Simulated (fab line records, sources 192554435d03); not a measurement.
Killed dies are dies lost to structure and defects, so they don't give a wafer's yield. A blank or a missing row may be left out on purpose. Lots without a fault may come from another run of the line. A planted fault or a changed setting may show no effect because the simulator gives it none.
A struck lot beside a sound one | flow n5_finfet | 16 steps out of a route of 1938
Sound: wafers L860.2, L860.3, L860.4. Struck: wafers L854.1, L854.4. (L854.6 of the same lot was not struck and is left out.) The cause comes at the end.
At each step with rows: each side's tool, then ch and its chambers, then its first start. Under that, the readings that differ: sound wafers | struck wafers | difference of the means | sigmas: that difference in standard deviations of wafers without a fault.
alike: readings whose means differ by less than 2 such deviations, and words and numbers that are the same on both sides. not compared: withheld readings, readings that some wafer has no value for, bounds like >300 that may hide the same value, and numbers for which the record gives no deviation and whose values overlap.
The two part at a step that has a row with sigmas, a row that says differs or no value, or rows on one side only. Numbers that don't overlap but have no deviation are shown without sigmas and don't part them. A reading that every wafer of one side lacks parts them only if that side has two wafers or more.

N5_BEOL_M0_SAQP_STRIP_75: strips in CF4.
  sound on rie_diel-06 ch 0,1,3, day 10 10:16; struck on rie_diel-06 ch 0,1, day 8 21:15
  alike: drypump_motor_current_A, oes_product_au, rf_vpp_V, showerhead_plenum_p_Torr, throttle_valve_pct
  not compared: rf_hours_counter_h
then, 7 steps without rows for these wafers: N5_BEOL_M0_CUTY_COAT_50 (time 60 s, resist thk 15 nm); N5_BEOL_M0_CUTY_COAT_51 (resist thk 150 nm); N5_BEOL_M0_CUTY_EBR_52; N5_BEOL_M0_CUTY_SOFTBAKE_53 (time 60 s); N5_BEOL_M0_CUTY_EXPOSE_54 (exposes mask M0 ABLK); N5_BEOL_M0_CUTY_PEB_55 (peb time 60 s); N5_BEOL_M0_CUTY_DEVELOP_56 (develop time 30 s).
N5_BEOL_M0_CUTY_CD_MEAS_57: target cd 200 nm.
  sound on cd_sem-02 ch 0, day 10 10:32; struck on cd_sem-02 ch 0, day 8 21:31
  alike: cd_nm
N5_BEOL_M0_CUTY_OVL_MEAS_58:
  sound on overlay-01 ch 0, day 10 10:34; struck on overlay-01 ch 0, day 8 21:32
  alike: M0_ABLK_OVL
N5_BEOL_M0_CUTY_INSPECT_59: inspects for defects (macro).
  sound on defect_inspect-01, day 10 10:35; struck on defect_inspect-02, day 8 21:34
  alike: raw_defect_count
N5_BEOL_M0_CUTY_DESCUM_61: chemistry O2, time 7.9 s.
  sound on rie_diel-04 ch 0,1,3, day 10 10:55; struck on rie_diel-01 ch 0,3, day 8 21:36
  alike: drypump_motor_current_A, oes_product_au, rf_vpp_V, showerhead_plenum_p_Torr, throttle_valve_pct
  not compared: rf_hours_counter_h
N5_BEOL_M0_CUTY_ETCH_62: etches SiARC in CF4, time 58.5 s.
  sound on rie_diel-04 ch 0,1,3, day 10 10:57; struck on rie_diel-01 ch 0,3, day 8 21:38
  reading               | sound          | struck    | difference | sigmas
  etch_rf_on_time_s (s) | 58.2 58.3 59.7 | 84.7 86.8 | +27.0      | +18
  alike: drypump_motor_current_A, oes_product_au, rf_vpp_V, showerhead_plenum_p_Torr, throttle_valve_pct
  not compared: rf_hours_counter_h
N5_BEOL_M0_CUTY_ETCH_63: etches SOC in N2/H2, target depth 82.7 nm, overetch 16.5 nm, time 124 s.
  sound on rie_diel-04 ch 0,1,3, day 10 10:59; struck on rie_diel-01 ch 0,3, day 8 21:41
  alike: drypump_motor_current_A, oes_product_au, rf_vpp_V, showerhead_plenum_p_Torr, throttle_valve_pct
  not compared: rf_hours_counter_h
-- the record jumps here: 6 days lie between the struck wafers' starts before and after (it left off in module BEOL_M0_CUTY and takes up again in module BEOL_M4, whose first step shown is number 1111 of the route) --
N5_BEOL_M4_RC_MEAS_101:
  sound on prober-01 ch 0, day 15 12:49; struck on prober-02 ch 0, day 14 11:07
  reading       | sound    | struck | difference | sigmas
  DIBL_P (mV/V) | 41 40 37 | 32 33  | -7         | -2
  alike: DIBL_N, IOFF_N, IOFF_P, ION_N, ION_P, SS_N, SS_P, VT_N, VT_P
-- the record jumps here: 5 days lie between the struck wafers' starts before and after (it left off in module BEOL_M4 and takes up again in module PASSIVATION, whose first step shown is number 1936 of the route) --
N5_PASSIVATION_PROBE_49:
  the record has rows for the struck wafers here (prober-02, day 19 00:02) and none for the sound ones

WHERE THEY PART
First at N5_BEOL_M0_CUTY_ETCH_62; last, within this record, at N5_PASSIVATION_PROBE_49.

WHY: what the simulator had put in
Process parameter drift: rie_diel-01, from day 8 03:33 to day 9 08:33, at N5_BEOL_M0_CUTY_ETCH_62. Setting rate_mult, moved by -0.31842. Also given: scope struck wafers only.
